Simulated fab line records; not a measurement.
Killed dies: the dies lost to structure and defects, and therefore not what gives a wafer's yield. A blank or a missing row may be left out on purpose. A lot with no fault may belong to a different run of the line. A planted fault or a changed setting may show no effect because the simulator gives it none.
Chamber matching + flow nand_harc + NHARC_A_SLIT_ETCH_29 on rie_diel-05: 4 sister chambers
The step etches the open film in CF4/O2, target depth 100 nm, overetch 10 nm, time 55 s. 7 wafers are shown with their chamber, then 7 later ones without.

WAFERS WITH THEIR CHAMBER
| wafer  | chamber | drypump_motor_current_A (A) | oes_product_au (a.u.) |
|--------|---------|-----------------------------|-----------------------|
| L081.4 | 0       | 5.8                         | 0.992                 |
| L081.6 | 2       | 6.0                         | 1.008                 |
| L084.1 | 3       | 5.7                         | 0.999                 |
| L084.4 | 2       | 6.0                         | 1.006                 |
| L084.6 | 3       | 5.6                         | 0.999                 |
| L087.1 | 1       | 5.1                         | 1.023                 |
| L087.4 | 0       | 5.8                         | 0.991                 |

WAFERS WITH NO CHAMBER GIVEN
| wafer  | drypump_motor_current_A (A) | oes_product_au (a.u.) |
|--------|-----------------------------|-----------------------|
| L087.5 | 5.1                         | 1.001                 |
| L092.2 | 5.7                         | 0.997                 |
| L092.3 | 6.0                         | 1.000                 |
| L092.6 | 5.1                         | 0.988                 |
| L097.3 | 5.8                         | 1.004                 |
| L097.4 | 6.0                         | 1.006                 |
| L097.6 | 6.0                         | 1.006                 |

WHICH CHAMBER EACH ONE RAN IN
| wafer  | from the rows above     | in truth                   |
|--------|-------------------------|----------------------------|
| L087.5 | 3                       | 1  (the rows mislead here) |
| L092.2 | 3                       | 3                          |
| L092.3 | can't be placed: 2 or 3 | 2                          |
| L092.6 | can't be placed: 0 or 3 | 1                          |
| L097.3 | can't be placed: 2 or 3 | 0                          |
| L097.4 | 2                       | 2                          |
| L097.6 | 2                       | 2                          |
Placed correctly: 3 of 7. Not placeable from these rows: 3 (in 1, the candidates include the true chamber). 1 placed wrongly.
How it was worked out, from the rows above alone: a wafer's distance from a chamber is the root of the sum, over the readings, of the square of ((its reading less the chamber's mean) divided by the reading's scatter). If the next closest chamber is less than 2 further off than the closest, the wafer can't be placed; otherwise it belongs to the closest. For every chamber, the mean is computed from those of its wafers that are shown. The scatter: the root of (the sum of the squares of (reading less its chamber's mean) over the shown wafers, divided by (wafers less chambers)).
